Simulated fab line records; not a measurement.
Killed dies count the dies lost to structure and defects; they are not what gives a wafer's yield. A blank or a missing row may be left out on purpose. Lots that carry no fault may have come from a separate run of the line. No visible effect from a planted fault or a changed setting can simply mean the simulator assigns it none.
fab line records	flow n5_finfet
[record] lots = 24	wafers = 72	last_day = 18
route steps=1938 shown BEOL_M6@1194 BEOL_M7@1265
lots untouched by any fault: they come from a run of this same line in which no faults occurred
start_h: hours from the record's first day to the start of the lot's first wafer shown	wait_h: time in hours since the lot's previous step	" unchanged from the row above	L1.1+2: a row that stands for several wafers	- no value, or no start given	* or withheld: withheld	< > ~ a bound
route shown NAME@n: names a module that has steps shown in the file, with the first one's number in the route	usual: mean/standard deviation of fault-free wafers	same: alike in all rows	chamber/n: place in a boat	sites: each site's reading	_std_site: how widely they spread, as a standard deviation	_edge_site: outer sites' mean less inner sites'	radius_mm: how far each site lies from the wafer's centre	mask NAME#n: copy n	behind: the tool/chamber that last shaped the wafer	hold: why the lot went on hold/how many hours it stayed there/how the hold came to an end	device: the n, p or np transistor that did not switch	end of line: at the end of the route, the tests of the same wafers	where a step has no rows: the recipe by itself	killed: not the wafer's yield, but the dies lost to structure and defects at the first sort	map: dies across one wafer; x = killed, . = not, _ = none there
set.NAME: setting as actually run; set.NAME@STEP: the setting as run at that earlier step	model.NAME: the simulator's own value behind a step, which no gauge read
steps of the route over a sample of lots; a table a step, a row a wafer
services: a tool's chamber out of use, with start hour (start_h, from the record's first day; less than 0 if before it), hours out, and reason
[[steps]]
[step N5_BEOL_M6_ILD_DEP_00]
[recipe] material = SiCOH_lowk	target_thk_a = 1797.5	temp_c = 300	precursor = DEMS/porogen	pressure_torr = 5	rf_w = 500	time_s = 33.4
[usual] heater_power_w = 292/42	showerhead_plenum_p_Torr = 5.735/0.015	showerhead_vpp_V = 1348/60	throttle_valve_pct = 13.9/0.61
lot.wafer	tool	chamber	start_h	wait_h	heater_power_w	showerhead_plenum_p_Torr	showerhead_vpp_V	throttle_valve_pct
L074.4	pecvd-03	2	178.69	0.1	334	5.735	1339	12.8
L074.5	"	0	"	"	267	5.755	1289	14.5
L074.6	"	2	"	"	344	5.741	1326	12.8
L075.1	pecvd-02	0	190.11	0.0	256	5.733	1370	14.3
L075.2	"	2	"	"	342	5.701	1375	13.6
L075.6	"	2	"	"	349	5.728	1372	13.3
L076.3	pecvd-02	0	195.06	0.0	271	5.739	1359	14.2
L076.4	"	2	"	"	341	5.717	1375	13.1
L076.5	"	0	"	"	280	5.734	1398	14.3
L077.2	pecvd-04	0	197.16	0.0	312	5.771	1282	14.1
L077.3	"	2	"	"	234	5.726	1266	14.6
L077.6	"	2	"	"	243	5.739	1278	14.7
L078.1	pecvd-03	0	204.81	0.0	337	5.729	1267	14.5
L078.3	"	1	"	"	265	5.737	1496	15.0
L078.6	"	0	"	"	273	5.739	1321	14.7
L079.3	pecvd-02	0	213.95	0.1	261	5.741	1380	14.3
L079.4	"	1	"	"	238	5.732	1351	13.7
L079.6	"	1	"	"	249	5.741	1332	13.8
L081.1	pecvd-02	2	227.14	0.0	368	5.717	1392	13.6
L081.3	"	0	"	"	303	5.733	1372	14.2
L081.5	"	0	"	"	320	5.723	1370	14.5
L080.1	pecvd-04	0	227.15	0.0	317	5.770	1290	14.7
L080.4	"	0	"	"	336	5.749	1285	14.4
L080.5	"	0	"	"	329	5.768	1302	14.3
L083.2	pecvd-04	2	231.86	0.0	203	5.717	1293	13.1
L083.3	"	0	"	"	313	5.756	1272	14.5
L083.5	"	1	"	"	280	5.751	1289	13.9
L082.1	pecvd-03	0	232.95	0.0	301	5.739	1299	14.4
L082.2	"	2	"	"	336	5.743	1314	12.9
L082.3	"	1	"	"	218	5.708	1526	14.9
L084.1	pecvd-03	1	250.11	0.0	250	5.723	1519	14.8
L084.3	"	0	"	"	321	5.745	1281	14.7
L084.6	"	1	"	"	251	5.722	1499	15.0
L085.3	pecvd-02	2	255.15	0.0	350	5.717	1392	13.5
L085.4	"	0	"	"	278	5.721	1388	14.4
L085.6	"	1	"	"	274	5.744	1352	13.7
L086.1	pecvd-02	0	257.27	0.0	303	5.729	1387	14.4
L086.4	"	0	"	"	307	5.733	1348	14.8
L086.5	"	2	"	"	307	5.730	1362	13.5
L087.2	pecvd-03	0	260.56	0.0	314	5.752	1310	14.8
L087.5	"	0	"	"	313	5.753	1303	14.6
L087.6	"	1	"	"	236	5.718	1526	14.8
L088.3	pecvd-04	0	263.78	0.0	329	5.778	1305	14.2
L088.4	"	0	"	"	261	5.761	1292	14.4
L088.6	"	2	"	"	192	5.725	1283	13.2
L089.3	pecvd-04	1	278.84	0.0	303	5.748	1322	13.8
L089.4	"	1	"	"	300	5.741	1307	14.1
L089.6	"	2	"	"	179	5.716	1271	13.2
L090.2	pecvd-02	2	285.00	0.0	351	5.728	1398	13.5
L090.4	"	0	"	"	276	5.722	1379	14.6
L090.6	"	1	"	"	292	5.736	1320	13.6
L091.1	pecvd-02	1	289.40	0.0	306	5.754	1341	13.1
L091.3	"	0	"	"	315	5.736	1381	14.3
L091.6	"	0	"	"	248	5.725	1367	14.4
L093.1	pecvd-02	1	290.66	0.0	297	5.739	1335	13.4
L093.2	"	0	"	"	242	5.730	1388	14.3
L093.5	"	1	"	"	299	5.733	1356	13.5
L092.2	pecvd-04	1	294.32	0.0	289	5.766	1304	14.3
L092.4	"	2	"	"	209	5.700	1277	13.3
L092.6	"	0	"	"	322	5.772	1269	14.4
L094.1	pecvd-02	0	319.20	0.0	275	5.721	1374	14.2
L094.2	"	1	"	"	309	5.724	1356	13.4
L094.6	"	2	"	"	352	5.718	1377	13.5
L096.1	pecvd-03	1	324.56	0.0	272	5.742	1479	14.8
L096.2	"	0	"	"	337	5.731	1272	14.7
L096.3	"	2	"	"	342	5.735	1346	13.1
L095.1	pecvd-02	1	331.62	0.0	306	5.732	1353	13.5
L095.3	"	2	"	"	312	5.720	1382	13.4
L095.5	"	0	"	"	276	5.728	1397	14.3
L097.2	pecvd-02	1	348.49	0.0	302	5.754	1353	13.5
L097.4	"	2	"	"	314	5.709	1383	13.5
L097.6	"	1	"	"	302	5.730	1342	13.6
[step N5_BEOL_M6_CD_MEAS_11]
[recipe] target_cd_nm = 38.5	landing_energy_ev = 500	detector = se_inlens	polarity = opening
[usual] cd_nm = 38.6/0.52
lot.wafer	tool	chamber	start_h	wait_h	cd_nm
L074.4	cd_sem-01	0	180.96	-	38.5
L074.5	"	0	"	"	38.0
L074.6	"	0	"	"	38.6
L075.1	cd_sem-01	0	193.13	-	38.4
L075.2	"	0	"	"	38.4
L075.6	"	0	"	"	38.2
L076.3	cd_sem-02	0	198.03	-	38.3
L076.4	"	0	"	"	38.1
L076.5	"	0	"	"	38.6
L077.2	cd_sem-03	0	198.64	-	39.3
L077.3	"	0	"	"	39.6
L077.6	"	0	"	"	38.9
L078.1	cd_sem-01	0	207.36	-	38.6
L078.3	"	0	"	"	38.0
L078.6	"	0	"	"	37.9
L079.3	cd_sem-03	0	216.41	-	38.6
L079.4	"	0	"	"	38.4
L079.6	"	0	"	"	38.2
L081.1	cd_sem-01	0	229.17	-	39.0
L081.3	"	0	"	"	39.3
L081.5	"	0	"	"	39.0
L080.1	cd_sem-02	0	229.33	-	37.9
L080.4	"	0	"	"	38.2
L080.5	"	0	"	"	38.8
L083.2	cd_sem-03	0	233.75	-	38.9
L083.3	"	0	"	"	38.9
L083.5	"	0	"	"	38.7
L082.1	cd_sem-03	0	235.13	-	39.0
L082.2	"	0	"	"	38.6
L082.3	"	0	"	"	39.1
L084.1	cd_sem-02	0	253.00	-	38.7
L084.3	"	0	"	"	38.2
L084.6	"	0	"	"	37.6
L085.3	cd_sem-02	0	257.09	-	38.7
L085.4	"	0	"	"	38.8
L085.6	"	0	"	"	38.9
L086.1	cd_sem-01	0	258.34	-	38.1
L086.4	"	0	"	"	39.0
L086.5	"	0	"	"	37.8
L087.2	cd_sem-01	0	262.16	-	38.8
L087.5	"	0	"	"	38.3
L087.6	"	0	"	"	38.4
L088.3	cd_sem-02	0	265.92	-	38.6
L088.4	"	0	"	"	38.2
L088.6	"	0	"	"	38.1
L089.3	cd_sem-01	0	282.23	-	38.9
L089.4	"	0	"	"	38.9
L089.6	"	0	"	"	38.8
L090.2	cd_sem-03	0	288.90	-	39.5
L090.4	"	0	"	"	38.4
L090.6	"	0	"	"	39.6
L091.1	cd_sem-02	0	291.14	-	39.1
L091.3	"	0	"	"	38.5
L091.6	"	0	"	"	39.1
L093.1	cd_sem-01	0	293.04	-	39.4
L093.2	"	0	"	"	38.8
L093.5	"	0	"	"	39.5
L092.2	cd_sem-01	0	296.46	-	39.3
L092.4	"	0	"	"	39.3
L092.6	"	0	"	"	38.7
L094.1	cd_sem-02	0	323.84	-	38.7
L094.2	"	0	"	"	38.0
L094.6	"	0	"	"	37.3
L096.1	cd_sem-01	0	325.62	-	38.3
L096.2	"	0	"	"	37.9
L096.3	"	0	"	"	38.1
L095.1	cd_sem-01	0	335.97	-	38.7
L095.3	"	0	"	"	38.3
L095.5	"	0	"	"	38.3
L097.2	cd_sem-03	0	350.08	-	38.8
L097.4	"	0	"	"	38.5
L097.6	"	0	"	"	39.2
[step N5_BEOL_M6_ETCH_72]
[recipe] chemistry = N2/H2	target = underlayer	target_depth_a = 65	mask_material = CAR-EUV	time_s = 5.2	ion_energy_ev = 200	pressure_mtorr = 30	source_w = 840	bias_w = 150	n2_flow_sccm = 200	h2_flow_sccm = 200	ends = cleared
[usual] drypump_motor_current_A = 5.9/0.38	etch_rf_on_time_s = 5.18/0.13	oes_product_au = 0.69/0.082	rf_vpp_V = 524.3/2.7	showerhead_plenum_p_Torr = 2.55/0.095	throttle_valve_pct = 17.80/0.22
lot.wafer	tool	chamber	start_h	wait_h	drypump_motor_current_A	etch_rf_on_time_s	oes_product_au	rf_hours_counter_h	rf_vpp_V	showerhead_plenum_p_Torr	throttle_valve_pct
L074.4	rie_diel-03	1	182.08	0.0	5.8	5.25	0.75	30	525.5	2.61	18.03
L074.5	"	2	"	"	5.9	5.49	0.58	-	519.7	2.39	17.64
L074.6	"	3	"	"	5.5	5.29	0.79	-	526.4	2.47	17.66
L075.1	rie_diel-03	1	194.31	0.0	5.8	5.09	0.74	34	522.6	2.61	18.05
L075.2	"	3	"	"	5.5	5.17	0.77	23	521.2	2.47	17.69
L075.6	"	1	"	"	5.8	5.07	0.75	-	524.6	2.61	18.03
L076.3	rie_diel-03	0	201.48	0.0	5.8	5.36	0.59	221	525.8	2.61	17.48
L076.4	"	1	"	"	5.8	5.16	0.73	-	523.9	2.60	18.06
L076.5	"	2	"	"	5.9	5.44	0.56	-	521.1	2.39	17.65
L077.2	rie_diel-05	3	201.55	0.0	5.7	5.10	0.60	224	524.7	2.51	17.79
L077.3	"	0	"	"	6.6	5.25	0.68	112	527.7	2.68	17.97
L077.6	"	0	"	"	6.6	5.25	0.68	-	528.1	2.68	17.98
L078.1	rie_diel-03	1	212.08	0.0	5.8	5.15	0.72	43	526.1	2.60	18.09
L078.3	"	3	"	"	5.6	5.17	0.76	26	523.9	2.47	17.64
L078.6	"	3	"	"	5.5	5.18	0.77	-	519.8	2.47	17.68
L079.3	rie_diel-03	2	219.01	0.0	5.9	5.42	0.57	252	520.0	2.38	17.69
L079.4	"	0	"	"	5.8	5.31	0.59	-	525.4	2.61	17.48
L079.6	"	1	"	"	5.8	5.19	0.72	-	523.7	2.60	18.08
L081.1	rie_diel-03	3	230.84	0.0	5.5	5.10	0.76	32	524.1	2.46	17.69
L081.3	"	0	"	"	5.8	5.23	0.58	234	526.3	2.60	17.49
L081.5	"	0	"	"	5.8	5.25	0.59	-	525.8	2.60	17.49
L080.1	rie_diel-05	0	231.80	0.0	6.6	5.23	0.67	124	526.4	2.67	17.98
L080.4	"	2	"	"	5.1	5.12	0.75	37	527.0	2.72	17.61
L080.5	"	1	"	"	5.6	5.31	0.57	-	519.6	2.40	17.83
L083.2	rie_diel-05	0	235.17	0.0	6.6	5.22	0.67	125	527.8	2.67	17.96
L083.3	"	1	"	"	5.6	5.32	0.58	227	518.9	2.40	17.86
L083.5	"	2	"	"	5.1	5.14	0.74	-	528.2	2.72	17.60
L082.1	rie_diel-04	2	237.16	0.0	5.5	5.29	0.60	205	523.0	2.42	17.91
L082.2	"	0	"	"	6.4	5.02	0.83	4	523.9	2.58	18.04
L082.3	"	3	"	"	5.7	4.98	0.78	16	526.3	2.60	17.62
L084.1	rie_diel-04	0	254.05	0.0	6.4	5.01	0.81	11	527.5	2.58	18.05
L084.3	"	1	"	"	6.1	5.08	0.71	92	524.9	2.57	17.74
L084.6	"	1	"	"	6.1	5.10	0.71	-	524.4	2.57	17.72
L085.3	rie_diel-03	0	258.23	0.0	5.8	5.43	0.57	246	526.6	2.60	17.50
L085.4	"	2	"	"	5.9	5.33	0.79	10	527.9	2.70	17.31
L085.6	"	1	"	"	5.8	5.30	0.69	-	524.4	2.59	18.08
L086.1	rie_diel-04	3	261.40	0.0	5.7	5.00	0.77	20	526.7	2.60	17.66
L086.4	"	2	"	"	5.5	5.24	0.59	214	522.3	2.42	17.93
L086.5	"	2	"	"	5.5	5.25	0.60	-	519.0	2.42	17.94
L087.2	rie_diel-04	0	263.46	0.0	6.4	4.96	0.80	14	525.4	2.58	18.06
L087.5	"	1	"	"	6.1	5.07	0.71	-	523.0	2.57	17.73
L087.6	"	0	"	"	6.4	4.98	0.81	-	523.9	2.58	18.05
L088.3	rie_diel-05	3	268.23	0.0	5.7	5.10	0.59	246	521.0	2.50	17.80
L088.4	"	0	"	"	6.6	5.23	0.65	138	524.7	2.67	17.99
L088.6	"	1	"	"	5.6	5.43	0.58	-	519.2	2.40	17.87
L089.3	rie_diel-05	0	284.26	0.0	6.6	5.28	0.66	142	528.1	2.66	18.01
L089.4	"	2	"	"	5.1	5.16	0.72	-	528.2	2.71	17.65
L089.6	"	1	"	"	5.6	5.34	0.57	-	517.9	2.40	17.87
L090.2	rie_diel-03	0	290.52	0.0	5.8	5.23	0.82	4	524.7	2.60	17.12
L090.4	"	1	"	"	5.8	5.28	0.67	-	525.5	2.59	18.11
L090.6	"	0	"	"	5.8	5.30	0.82	-	525.9	2.60	17.11
L091.1	rie_diel-04	3	292.47	0.0	5.7	5.00	0.76	31	524.2	2.59	17.68
L091.3	"	2	"	"	5.5	5.25	0.60	224	521.2	2.42	17.94
L091.6	"	3	"	"	5.7	5.02	0.77	-	524.6	2.59	17.68
L093.1	rie_diel-04	1	295.15	0.0	6.1	5.14	0.68	104	525.2	2.57	17.72
L093.2	"	2	"	"	5.4	5.33	0.59	225	522.5	2.42	17.94
L093.5	"	3	"	"	5.6	5.08	0.76	-	524.7	2.59	17.66
L092.2	rie_diel-04	1	298.94	0.0	6.1	5.08	0.69	106	524.8	2.57	17.76
L092.4	"	2	"	"	5.5	5.26	0.58	226	520.7	2.42	17.95
L092.6	"	0	"	"	6.4	5.02	0.78	-	523.2	2.57	18.06
L094.1	rie_diel-04	3	329.00	0.0	5.7	5.00	0.74	44	527.7	2.59	17.67
L094.2	"	0	"	"	6.4	5.03	0.76	38	526.7	2.57	18.10
L094.6	"	0	"	"	6.4	5.03	0.76	-	527.1	2.57	18.10
L096.1	rie_diel-05	2	329.22	0.0	5.1	5.17	0.71	73	527.6	2.70	17.66
L096.2	"	3	"	"	5.7	5.01	0.82	8	524.3	2.49	17.46
L096.3	"	1	"	"	5.6	5.26	0.84	1	529.3	2.71	17.53
L095.1	rie_diel-04	3	339.61	0.0	5.7	5.01	0.75	48	525.9	2.59	17.71
L095.3	"	1	"	"	6.1	5.12	0.68	119	525.4	2.56	17.79
L095.5	"	0	"	"	6.4	5.08	0.75	-	525.5	2.57	18.09
L097.2	rie_diel-04	1	351.54	0.0	6.1	5.12	0.67	123	524.0	2.56	17.78
L097.4	"	3	"	"	5.7	5.12	0.73	52	526.9	2.58	17.68
L097.6	"	3	"	"	5.7	5.07	0.73	-	524.7	2.58	17.68
[step N5_BEOL_M7_THK_MEAS_01]
[recipe] reads = SiCOH_lowk_of_BEOL_M7_ILD_DEP_00
[usual] M7_ILD_THK = 153.9/2.3
lot.wafer	tool	chamber	start_h	wait_h	M7_ILD_THK[nm]
L074.4	film_metro-02	-	186.70	0.2	153.4
L074.5	"	-	"	"	152.2
L074.6	"	-	"	"	151.6
L075.1	film_metro-01	-	199.55	0.4	152.4
L075.2	"	-	"	"	155.4
L075.6	"	-	"	"	154.9
L076.3	film_metro-02	-	206.11	0.3	150.1
L076.4	"	-	"	"	155.6
L076.5	"	-	"	"	153.8
L077.2	film_metro-01	-	206.18	0.4	154.3
L077.3	"	-	"	"	156.0
L077.6	"	-	"	"	154.8
L078.1	film_metro-02	-	217.04	0.4	151.3
L078.3	"	-	"	"	153.7
L078.6	"	-	"	"	153.4
L079.3	film_metro-01	-	223.19	0.3	156.3
L079.4	"	-	"	"	156.5
L079.6	"	-	"	"	155.0
L081.1	film_metro-01	-	234.66	0.4	151.0
L081.3	"	-	"	"	151.0
L081.5	"	-	"	"	152.1
L080.1	film_metro-02	-	235.66	0.4	148.9
L080.4	"	-	"	"	155.1
L080.5	"	-	"	"	154.9
L083.2	film_metro-02	-	239.03	0.4	152.2
L083.3	"	-	"	"	153.7
L083.5	"	-	"	"	154.3
L082.1	film_metro-01	-	241.89	0.8	153.7
L082.2	"	-	"	"	154.6
L082.3	"	-	"	"	154.0
L084.1	film_metro-01	-	258.60	0.4	154.3
L084.3	"	-	"	"	153.3
L084.6	"	-	"	"	158.1
L085.3	film_metro-02	-	264.03	0.3	151.8
L085.4	"	-	"	"	152.6
L085.6	"	-	"	"	156.4
L086.1	film_metro-02	-	265.05	0.4	152.5
L086.4	"	-	"	"	156.2
L086.5	"	-	"	"	155.4
L087.2	film_metro-02	-	267.42	0.4	150.6
L087.5	"	-	"	"	152.7
L087.6	"	-	"	"	150.3
L088.3	film_metro-01	-	272.20	0.3	154.7
L088.4	"	-	"	"	155.2
L088.6	"	-	"	"	157.3
L089.3	film_metro-02	-	287.90	0.3	150.0
L089.4	"	-	"	"	151.7
L089.6	"	-	"	"	152.4
L090.2	film_metro-01	-	294.76	0.4	156.1
L090.4	"	-	"	"	156.7
L090.6	"	-	"	"	157.0
L091.1	film_metro-02	-	297.21	0.4	153.5
L091.3	"	-	"	"	154.1
L091.6	"	-	"	"	155.3
L093.1	film_metro-02	-	299.09	0.4	153.6
L093.2	"	-	"	"	154.2
L093.5	"	-	"	"	155.3
L092.2	film_metro-01	-	305.11	0.4	151.3
L092.4	"	-	"	"	153.8
L092.6	"	-	"	"	153.0
L094.1	film_metro-01	-	333.16	0.4	153.8
L094.2	"	-	"	"	153.3
L094.6	"	-	"	"	156.5
L096.1	film_metro-01	-	333.36	0.4	149.4
L096.2	"	-	"	"	148.8
L096.3	"	-	"	"	149.4
L095.1	film_metro-01	-	342.85	0.4	153.2
L095.3	"	-	"	"	154.7
L095.5	"	-	"	"	154.6
L097.2	film_metro-01	-	358.00	0.4	155.0
L097.4	"	-	"	"	157.7
L097.6	"	-	"	"	156.1
[step N5_BEOL_M7_INSPECT_13]
[recipe] mode = adi	inspect_instrument = brightfield
[usual] raw_defect_count = 469/98
lot.wafer	tool	chamber	start_h	wait_h	raw_defect_count
L074.4	defect_inspect-01	-	189.00	0.0	514
L074.5	"	-	"	"	463
L074.6	"	-	"	"	685
L075.1	defect_inspect-01	-	202.08	0.0	522
L075.2	"	-	"	"	437
L075.6	"	-	"	"	462
L076.3	defect_inspect-02	-	207.91	0.0	397
L076.4	"	-	"	"	388
L076.5	"	-	"	"	414
L077.2	defect_inspect-02	-	208.08	0.0	726
L077.3	"	-	"	"	306
L077.6	"	-	"	"	426
L078.1	defect_inspect-02	-	219.58	0.0	455
L078.3	"	-	"	"	429
L078.6	"	-	"	"	436
L079.3	defect_inspect-02	-	225.78	0.0	484
L079.4	"	-	"	"	413
L079.6	"	-	"	"	605
L081.1	defect_inspect-02	-	235.99	0.0	522
L081.3	"	-	"	"	593
L081.5	"	-	"	"	504
L080.1	defect_inspect-01	-	236.76	0.0	396
L080.4	"	-	"	"	555
L080.5	"	-	"	"	269
L083.2	defect_inspect-02	-	240.13	0.0	410
L083.3	"	-	"	"	421
L083.5	"	-	"	"	327
L082.1	defect_inspect-02	-	243.60	0.0	405
L082.2	"	-	"	"	473
L082.3	"	-	"	"	403
L084.1	defect_inspect-02	-	261.64	0.0	502
L084.3	"	-	"	"	517
L084.6	"	-	"	"	472
L085.3	defect_inspect-01	-	265.05	0.0	415
L085.4	"	-	"	"	513
L085.6	"	-	"	"	412
L086.1	defect_inspect-01	-	266.11	0.0	587
L086.4	"	-	"	"	399
L086.5	"	-	"	"	411
L087.2	defect_inspect-01	-	269.85	0.0	654
L087.5	"	-	"	"	623
L087.6	"	-	"	"	689
L088.3	defect_inspect-02	-	273.37	0.0	297
L088.4	"	-	"	"	325
L088.6	"	-	"	"	357
L089.3	defect_inspect-02	-	289.46	0.0	366
L089.4	"	-	"	"	486
L089.6	"	-	"	"	457
L090.2	defect_inspect-02	-	296.36	0.0	374
L090.4	"	-	"	"	498
L090.6	"	-	"	"	470
L091.1	defect_inspect-01	-	299.51	0.0	497
L091.3	"	-	"	"	537
L091.6	"	-	"	"	555
L093.1	defect_inspect-02	-	299.77	0.0	405
L093.2	"	-	"	"	527
L093.5	"	-	"	"	444
L092.2	defect_inspect-01	-	306.45	0.0	852
L092.4	"	-	"	"	483
L092.6	"	-	"	"	636
L094.1	defect_inspect-01	-	336.49	0.0	379
L094.2	"	-	"	"	459
L094.6	"	-	"	"	507
L096.1	defect_inspect-02	-	336.65	0.0	428
L096.2	"	-	"	"	538
L096.3	"	-	"	"	384
L095.1	defect_inspect-02	-	343.52	0.0	447
L095.3	"	-	"	"	430
L095.5	"	-	"	"	459
L097.2	defect_inspect-02	-	360.51	0.0	402
L097.4	"	-	"	"	368
L097.6	"	-	"	"	520
[step N5_BEOL_M7_ETCH_61]
[recipe] chemistry = CF4	target = SiARC	target_depth_a = 455	mask_material = CAR-ArF	time_s = 75.8	ion_energy_ev = 80	pressure_mtorr = 40	source_w = 545	bias_w = 36	Ar_flow_sccm = 100	cf4_flow_sccm = 100	ends = cleared
[usual] drypump_motor_current_A = 5.7/0.38	etch_rf_on_time_s = 75.1/1.6	oes_product_au = 0.69/0.079	rf_vpp_V = 184.1/1.1	showerhead_plenum_p_Torr = 2.15/0.066	throttle_valve_pct = 15.58/0.26
lot.wafer	tool	chamber	start_h	wait_h	drypump_motor_current_A	etch_rf_on_time_s	oes_product_au	rf_hours_counter_h	rf_vpp_V	showerhead_plenum_p_Torr	throttle_valve_pct
L074.4	rie_diel-02	1	189.23	0.0	5.2	75.6	0.64	164	184.0	2.05	15.30
L074.5	"	3	"	"	6.4	79.9	0.56	-	184.2	2.11	15.72
L074.6	"	0	"	"	5.9	75.2	0.59	-	181.2	2.03	16.14
L075.1	rie_diel-01	1	202.15	0.0	6.5	75.9	0.75	39	184.0	2.10	15.43
L075.2	"	3	"	"	5.9	75.2	0.70	107	185.5	2.24	15.54
L075.6	"	1	"	"	6.4	75.8	0.75	-	183.1	2.11	15.42
L076.3	rie_diel-06	3	208.24	0.0	5.5	72.6	0.75	45	183.7	2.17	15.32
L076.4	"	2	"	"	5.2	75.1	0.61	-	184.7	2.22	15.92
L076.5	"	0	"	"	5.9	73.2	0.83	-	185.4	2.10	15.29
L077.2	rie_diel-01	1	208.27	0.0	6.5	76.4	0.75	41	183.5	2.10	15.45
L077.3	"	3	"	"	5.9	76.7	0.70	109	185.3	2.24	15.54
L077.6	"	3	"	"	5.9	75.8	0.70	-	184.8	2.24	15.54
L078.1	rie_diel-01	0	219.65	0.0	5.4	74.7	0.68	95	184.4	2.16	15.88
L078.3	"	3	"	"	5.9	76.6	0.69	112	185.6	2.24	15.54
L078.6	"	1	"	"	6.4	76.9	0.73	-	183.3	2.10	15.44
L079.3	rie_diel-02	0	225.85	0.0	5.9	74.5	0.59	249	181.5	2.02	16.15
L079.4	"	1	"	"	5.2	75.7	0.63	175	181.8	2.05	15.34
L079.6	"	2	"	"	5.8	75.2	0.61	-	185.3	2.20	15.75
L081.1	rie_diel-06	3	236.05	0.0	5.5	73.1	0.74	55	183.2	2.17	15.36
L081.3	"	1	"	"	5.5	75.3	0.84	3	183.5	2.10	15.14
L081.5	"	0	"	"	5.9	74.4	0.79	-	184.2	2.10	15.31
L080.1	rie_diel-06	3	236.83	0.0	5.5	72.9	0.75	55	183.7	2.17	15.36
L080.4	"	0	"	"	5.9	73.8	0.80	13	183.6	2.10	15.32
L080.5	"	1	"	"	5.5	74.1	0.85	-	184.0	2.10	15.13
L083.2	rie_diel-06	2	240.52	0.0	5.2	75.2	0.60	212	184.5	2.22	15.94
L083.3	"	0	"	"	5.9	73.8	0.79	14	182.5	2.10	15.31
L083.5	"	2	"	"	5.1	75.5	0.59	-	184.9	2.22	15.93
L082.1	rie_diel-01	0	243.67	0.0	5.4	75.4	0.66	102	184.9	2.16	15.89
L082.2	"	2	"	"	5.6	74.6	0.61	200	185.7	2.13	15.49
L082.3	"	1	"	"	6.4	77.7	0.72	53	182.5	2.10	15.47
L084.1	rie_diel-01	1	261.71	0.0	6.5	77.9	0.71	59	183.3	2.10	15.49
L084.3	"	2	"	"	5.6	75.5	0.61	206	183.1	2.13	15.47
L084.6	"	0	"	"	5.3	74.9	0.67	-	184.5	2.16	15.89
L085.3	rie_diel-01	2	265.20	0.0	5.6	75.2	0.61	207	182.9	2.13	15.48
L085.4	"	1	"	"	6.4	77.7	0.71	60	183.9	2.10	15.48
L085.6	"	0	"	"	5.4	75.4	0.66	-	184.4	2.16	15.91
L086.1	rie_diel-06	1	266.22	0.0	5.4	73.6	0.84	7	183.7	2.10	15.15
L086.4	"	0	"	"	5.9	73.2	0.79	23	183.9	2.10	15.32
L086.5	"	3	"	"	5.5	72.6	0.73	-	182.3	2.16	15.36
L087.2	rie_diel-02	0	269.92	0.0	5.9	73.7	0.82	6	184.2	2.27	15.70
L087.5	"	1	"	"	5.2	76.1	0.63	-	182.8	2.04	15.37
L087.6	"	2	"	"	5.8	77.0	0.59	-	184.7	2.19	15.80
L088.3	rie_diel-06	1	273.44	0.0	5.5	73.8	0.82	10	184.0	2.10	15.16
L088.4	"	3	"	"	5.5	72.4	0.73	68	184.3	2.16	15.35
L088.6	"	1	"	"	5.5	74.5	0.82	-	183.1	2.10	15.15
L089.3	rie_diel-06	3	289.52	0.0	5.5	73.7	0.71	73	185.4	2.16	15.37
L089.4	"	2	"	"	5.2	75.9	0.59	229	185.0	2.21	15.97
L089.6	"	0	"	"	5.9	74.0	0.77	-	184.0	2.09	15.34
L090.2	rie_diel-01	2	296.56	0.0	5.6	75.0	0.60	216	184.1	2.12	15.50
L090.4	"	1	"	"	6.4	77.7	0.71	68	183.6	2.10	15.50
L090.6	"	2	"	"	5.6	75.2	0.60	-	182.1	2.12	15.52
L091.1	rie_diel-02	0	299.98	0.0	5.9	72.3	0.80	18	186.7	2.27	15.74
L091.3	"	3	"	"	6.4	78.9	0.80	6	184.3	2.10	15.29
L091.6	"	1	"	"	5.2	74.9	0.62	-	182.6	2.04	15.40
L093.1	rie_diel-01	2	299.98	0.0	5.6	74.6	0.61	218	184.0	2.12	15.50
L093.2	"	1	"	"	6.4	77.3	0.71	70	183.1	2.09	15.51
L093.5	"	3	"	"	5.9	76.1	0.67	-	184.2	2.23	15.60
L092.2	rie_diel-01	2	306.52	0.0	5.6	75.2	0.60	219	184.4	2.12	15.49
L092.4	"	3	"	"	5.9	76.7	0.68	-	184.5	2.23	15.59
L092.6	"	0	"	"	5.4	74.5	0.65	-	184.6	2.15	15.93
L094.1	rie_diel-02	3	336.56	0.0	6.4	78.5	0.78	15	182.9	2.10	15.31
L094.2	"	0	"	"	5.9	73.8	0.76	28	185.3	2.26	15.77
L094.6	"	0	"	"	5.9	73.5	0.78	-	184.1	2.26	15.75
L096.1	rie_diel-02	3	336.94	0.0	6.4	78.5	0.78	15	183.9	2.10	15.30
L096.2	"	1	"	"	5.2	75.8	0.61	215	183.4	2.03	15.42
L096.3	"	2	"	"	5.8	75.8	0.59	244	185.9	2.19	15.84
L095.1	rie_diel-02	1	344.67	0.0	5.2	75.7	0.61	219	182.4	2.03	15.41
L095.3	"	2	"	"	5.8	75.1	0.59	249	185.0	2.19	15.84
L095.5	"	0	"	"	5.9	73.3	0.77	-	184.6	2.26	15.77
L097.2	rie_diel-06	0	361.96	0.0	5.9	73.5	0.74	53	183.5	2.09	15.39
L097.4	"	1	"	"	5.5	74.3	0.77	-	183.6	2.09	15.20
L097.6	"	3	"	"	5.5	72.4	0.69	-	186.1	2.15	15.43
[[services]]
tool	chamber	start_h	hours	kind
rie_diel-06	2	162.47	4.1	repair
rie_diel-01	-	165.45	15.6	pm
rie_diel-05	0	166.50	3.8	repair
rie_diel-05	3	168.28	4.5	repair
rie_diel-03	3	197.84	8.7	repair
pecvd-02	2	202.45	4.4	repair
pecvd-04	0	208.94	1.9	repair
pecvd-02	2	210.16	5.3	repair
rie_diel-03	3	214.28	5.1	repair
rie_diel-03	3	248.74	6.3	repair
rie_diel-06	1	250.77	15.2	repair
rie_diel-04	3	251.44	4.5	repair
rie_diel-03	2	262.22	1.6	repair
rie_diel-04	1	270.31	3.5	repair
rie_diel-03	2	283.29	16.3	repair
rie_diel-01	1	306.06	3.2	repair
rie_diel-01	2	317.52	13.2	repair
rie_diel-06	1	324.83	6.5	repair
rie_diel-06	0	329.54	6.8	repair
rie_diel-01	-	331.02	28.1	pm
rie_diel-02	3	337.71	39.6	repair
rie_diel-03	1	344.53	6.7	repair
rie_diel-06	1	347.24	8.0	repair
rie_diel-04	0	355.13	2.6	repair
[[key]]
fault none
